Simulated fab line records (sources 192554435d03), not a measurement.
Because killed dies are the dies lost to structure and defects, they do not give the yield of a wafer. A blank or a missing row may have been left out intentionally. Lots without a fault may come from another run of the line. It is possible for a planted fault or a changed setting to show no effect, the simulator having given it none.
Chamber matching :: flow n5_finfet :: N5_SD_EPI_N_DESCUM_14 on rie_diel-02 has 4 sister chambers
The step chemistry O2, time 7.9 s. 4 wafers are shown with their chamber, then 12 later ones without.

WAFERS PAIRED WITH THEIR CHAMBERS
wafer: L083.5
chamber: 0
showerhead_plenum_p_Torr (Torr): 2.12

wafer: L083.6
chamber: 3
showerhead_plenum_p_Torr (Torr): 2.05

wafer: L088.4
chamber: 2
showerhead_plenum_p_Torr (Torr): 2.03

wafer: L088.5
chamber: 1
showerhead_plenum_p_Torr (Torr): 2.12

WAFERS WITHOUT THEIR CHAMBER
wafer: L087.1
showerhead_plenum_p_Torr (Torr): 2.12

wafer: L087.3
showerhead_plenum_p_Torr (Torr): 2.03

wafer: L087.4
showerhead_plenum_p_Torr (Torr): 2.03

wafer: L089.3
showerhead_plenum_p_Torr (Torr): 2.11

wafer: L089.5
showerhead_plenum_p_Torr (Torr): 2.12

wafer: L089.6
showerhead_plenum_p_Torr (Torr): 2.11

wafer: L090.3
showerhead_plenum_p_Torr (Torr): 2.02

wafer: L090.4
showerhead_plenum_p_Torr (Torr): 2.05

wafer: L090.6
showerhead_plenum_p_Torr (Torr): 2.02

wafer: L096.3
showerhead_plenum_p_Torr (Torr): 2.02

wafer: L096.5
showerhead_plenum_p_Torr (Torr): 2.10

wafer: L096.6
showerhead_plenum_p_Torr (Torr): 2.11

EACH ONE'S CHAMBER
wafer: L087.1
from the rows above: can't be placed: 0 or 1
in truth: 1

wafer: L087.3
from the rows above: 2
in truth: 2

wafer: L087.4
from the rows above: 2
in truth: 2

wafer: L089.3
from the rows above: can't be placed: 0 or 1
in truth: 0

wafer: L089.5
from the rows above: can't be placed: 0 or 1
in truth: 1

wafer: L089.6
from the rows above: can't be placed: 0 or 1
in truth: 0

wafer: L090.3
from the rows above: 2
in truth: 2

wafer: L090.4
from the rows above: 3
in truth: 3

wafer: L090.6
from the rows above: 2
in truth: 2

wafer: L096.3
from the rows above: 2
in truth: 2

wafer: L096.5
from the rows above: can't be placed: 0 or 1
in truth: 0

wafer: L096.6
from the rows above: can't be placed: 0 or 1
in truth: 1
Correctly placed: 6 of 12. From these rows, 6 cannot be placed; in 6 the true chamber is one of the candidates. Placed wrongly: 0.
How it was worked out, from the rows above alone: a wafer's distance from a chamber is the root of the sum, over the readings, of the square of ((its reading less the chamber's mean) divided by the reading's scatter). The wafer belongs to the nearest chamber; if the next one is less than 2 further off, it can't be placed. For every chamber, the mean is computed from those of its wafers that are shown. The scatter: with one shown wafer a chamber, the root of the mean of the squares of how far each hidden wafer lies from its nearest shown one.
